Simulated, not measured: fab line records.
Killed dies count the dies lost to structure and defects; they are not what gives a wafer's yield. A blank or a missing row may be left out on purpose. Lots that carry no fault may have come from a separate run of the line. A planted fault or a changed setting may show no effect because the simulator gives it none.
Comparing a struck lot with a sound one | flow n5-finfet | 18 out of 1938 route steps
Sound: the wafers L208.2, L208.3, L208.6. The struck wafers were L221.1, L221.3, L221.5. The cause comes at the end.
Order at every step that has rows: each side's tool, ch and its chambers, its first start. Under that, the readings that differ: sound wafers | struck wafers | difference of the means | sigmas: that difference in standard deviations of wafers without a fault.
alike: a reading whose means differ by less than 2 such deviations, as well as words and numbers matching on both sides. not compared: withheld readings; readings where some wafer has no value; bounds like >300 that might hide an equal value; numbers whose values overlap and for which the record gives no deviation.
The two part at a step that has a row with sigmas, a row that says differs or no value, or rows on one side only. Non-overlapping numbers with no deviation appear without sigmas and do not part them. A reading missing from all wafers of one side parts the sides only when that side holds two or more wafers.

N5_BEOL_M13_OCD_MEAS_35:
  sound on ocd-01, day 12 22:40; struck on ocd-01, day 17 09:57
  alike: trench-depth-nm
then, 1 step without rows for these wafers: N5_BEOL_M13_STRIP_37 (strips in N2/H2).
N5_BEOL_M13_ETCH_38: etches SiCN in CF4/N2, target depth 67.5 nm, time 71.9 s.
  sound on rie-diel-03 ch 1,2,3, day 13 00:20; struck on rie-diel-03 ch 0,1, day 17 11:29
  alike: drypump-motor-current-A, oes-product-au, rf-vpp-V, showerhead-plenum-p-Torr, throttle-valve-pct
  not compared: rf-hours-counter-h
then, 2 steps without rows for these wafers: N5_BEOL_M13_PRECLEAN_39 (cleans in residue remover, time 60 s); N5_BEOL_M13_SRD_40 (time 30 s, dry time 30 s).
N5_BEOL_M13_DEGAS_41: time 60 s.
  sound on pvd-sputter-02, day 13 00:44; struck on pvd-sputter-03, day 17 13:22
  alike: heater-power-w
then, 2 steps without rows for these wafers: N5_BEOL_M13_PRE_CLEAN_42 (time 30 s); N5_BEOL_M13_SPUTTER_43 (material TaN, target thk 15 nm, time 24.19 s).
N5_BEOL_M13_SPUTTER_44: material Ta, target thk 10 nm, time 16.13 s.
  sound on pvd-sputter-02, day 13 00:54; struck on pvd-sputter-03, day 17 13:31
  alike: cathode-dc-power-W, throttle-valve-pct
N5_BEOL_M13_SPUTTER_45: material Cu, target thk 80 nm, time 13.33 s.
  sound on pvd-sputter-02, day 13 00:59; struck on pvd-sputter-03, day 17 13:36
  alike: cathode-dc-power-W, throttle-valve-pct
then, 1 step without rows for these wafers: N5_BEOL_M13_ECD_47 (material Cu, target thk 936 nm).
N5_BEOL_M13_ANNEAL_48: time 90 s.
  sound on rtp-anneal-01 ch 0, day 13 01:19; struck on rtp-anneal-01 ch 0, day 17 13:53
  alike: anneal-temp-c, wafer_temp_C_max
N5_BEOL_M13_CMP_49: polishes, stops on SiOC, t overpolish 17.1 s, target thk 420 nm.
  sound on cmp-02 ch 0,2,3, day 13 01:38; struck on cmp-03 ch 0,2, day 17 14:13
  alike: barrier-field-endpoint-s, clearing-platen-down-force-psi, motor-current-A, overpolish-run-s
then, 2 steps without rows for these wafers: N5_BEOL_M13_PRE_CLEAN_52 (time 15 s); N5_BEOL_M13_DEP_53 (deposits SiCN from 3MS/NH3, target thk 50 nm, time 17.8 s).
N5_BEOL_M13_INSPECT_55: inspects for defects (darkfield).
  sound on defect-inspect-01, day 13 02:01; struck on defect-inspect-01, day 17 14:37
  reading          | sound     | struck         | difference | sigmas
  raw-defect-count | 70 67 120 | 1176 1170 1189 | +1093      | +42
then, 1 step without rows for these wafers: N5_BEOL_M14_ILD_DEP_00 (deposits SiO2 from TEOS/O2, target thk 1119.3 nm, time 237.4 s).
N5_PASSIVATION_PROBE_49:
  rows exist in the record for the struck wafers here (prober-02, day 19 02:40), but not for the sound ones

WHERE THEY PART
First at N5_BEOL_M13_INSPECT_55; last, within this record, at N5_PASSIVATION_PROBE_49.

WHY: what had been put in by the simulator
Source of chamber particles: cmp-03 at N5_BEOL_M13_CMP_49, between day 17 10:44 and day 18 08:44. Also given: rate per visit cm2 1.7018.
